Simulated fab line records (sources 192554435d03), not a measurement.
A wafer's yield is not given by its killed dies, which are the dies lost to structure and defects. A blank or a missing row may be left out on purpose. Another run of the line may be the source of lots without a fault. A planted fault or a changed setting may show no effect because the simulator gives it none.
Split-lot trial | flow n5 finfet | 21 wafers read from 7 lots, route of 1938 steps

== THE SPLIT ==
At N5_PMOS_HMC_CHANNEL_EPI_COAT_31 (time 60 s, resist thk 66 nm), the setting spin rpm was moved away from the recipe's 1500 rpm on 7 of the 21 wafers read, by -10.5% to +6.0%. For the rest of the wafers, this setting stayed at what the recipe calls for.

== FROM THE SPLIT TO THE READING: what the file shows between them, 4 steps ==
- N5_PMOS_HMC_CHANNEL_EPI_PEB_07: peb time 60 s (also split here: peb temp c)
- N5_PMOS_HMC_CHANNEL_EPI_DEVELOP_08: develop time 30 s
- N5_PMOS_HMC_CHANNEL_EPI_CD_MEAS_09: target cd 237.4 nm
- N5_PMOS_HMC_CHANNEL_EPI_DESCUM_14: chemistry O2, time 7.9 s

== THE READING ==
etch.depth nm (the simulator's own value, which no gauge read), in nm, at N5_PMOS_HMC_CHANNEL_EPI_ETCH_32 (etches BARC in N2/H2, stops on SiO2, target depth 85.8 nm, time 50.3 s). The file gives no usual value for it. The 14 wafers here that ran the recipe average 66.03 nm, standard deviation 0.21 nm.

wafer  | tool, chamber at the split | spin rpm as run, rpm | against the recipe | etch.depth nm, nm | against lot-mates on the recipe
L076.2 | litho track-04, 0          | 1342                 | -10.5%             | 69.42             | no lot-mate on the recipe
L076.4 | litho track-04, 0          | 1342                 | -10.5%             | 69.42             | no lot-mate on the recipe
L076.3 | litho track-04, 0          | 1342                 | -10.5%             | 69.4              | no lot-mate on the recipe
L078.2 | litho track-04, 0          | 1500                 | recipe             | 66.24             | -
L078.3 | litho track-04, 0          | 1443                 | -3.8%              | 67.31             | +1.24
L078.5 | litho track-04, 0          | 1500                 | recipe             | 65.91             | -
L079.2 | litho track-04, 0          | 1500                 | recipe             | 66.17             | -
L079.3 | litho track-04, 0          | 1500                 | recipe             | 66.08             | -
L079.5 | litho track-04, 0          | 1432                 | -4.5%              | 67.72             | +1.59
L080.4 | litho track-01, 0          | 1500                 | recipe             | 66.18             | -
L080.5 | litho track-01, 0          | 1500                 | recipe             | 66.21             | -
L080.6 | litho track-01, 0          | 1500                 | recipe             | 66.31             | -
L093.1 | litho track-05, 0          | 1500                 | recipe             | 66.04             | -
L093.3 | litho track-05, 0          | 1500                 | recipe             | 66.13             | -
L093.6 | litho track-05, 0          | 1500                 | recipe             | 65.89             | -
L094.3 | litho track-05, 0          | 1500                 | recipe             | 66.13             | -
L094.4 | litho track-05, 0          | 1590                 | +6.0%              | 64.34             | -1.79
L094.5 | litho track-05, 0          | 1590                 | +6.0%              | 64.34             | -1.79
L095.2 | litho track-04, 0          | 1500                 | recipe             | 65.65             | -
L095.3 | litho track-04, 0          | 1500                 | recipe             | 65.83             | -
L095.4 | litho track-04, 0          | 1500                 | recipe             | 65.63             | -

FIT RESULTS
A straight line over all 21 wafers: etch.depth nm changes by -0.315 nm for each +1% of spin rpm; r = -0.99; the points scatter about the line by 0.2 nm.
The same after taking each lot's own level away (the mean of its wafers on the recipe; 18 wafers): -0.313 nm for each +1%; r = -0.99; scatter 0.1 nm.
Per that fit: largest spin rpm move, reading shift of 3.3 nm.
The span of the lots' own levels, 65.703 to 66.233 nm, comes to 2.6 times the standard deviation stated above.
Consequently the slope shifts little with the lot-to-lot level, the two slopes agreeing.
Check: -1.89 nm against its lot-mates is what the line predicts for one of the wafers moved furthest among these (+6.0%) when that wafer is left out of the fit. Against them it came out at -1.79 nm.

== OTHER SPLITS ON THESE WAFERS ==
Before the reading, these wafers also passed through other splits. Each is held against what the fit with the lots' levels taken away leaves over:
other split on the same wafers            | wafers away from the commonest value | r with etch.depth nm (lot level and that fit taken away)
N5_PMOS_HMC_CHANNEL_EPI_PEB_07 peb temp c | 8                                    | -0.52

== THE WHOLE CHAIN: every reading that the file lists as answering this split, in the file's order ==
step                            | what it does                                                           | reading                                                                                      | change (the file's fit)              | r (the file's)
N5_PMOS_HMC_CHANNEL_EPI_COAT_31 | time 60 s, resist thk 66 nm                                            | BARC_of_PMOS_HMC_CHANNEL_EPI_COAT_31.thk nm (the simulator's own value, which no gauge read) | -0.32 nm for each +1% of the setting | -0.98
N5_PMOS_HMC_CHANNEL_EPI_ETCH_32 | etches BARC in N2/H2, stops on SiO2, target depth 85.8 nm, time 50.3 s | etch.depth nm (the simulator's own value, which no gauge read)                               | -0.32 nm for each +1% of the setting | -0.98

== THE FILE'S OWN FIT ==
etch.depth nm changes by -0.32 nm for each +1% of spin rpm, r = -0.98.
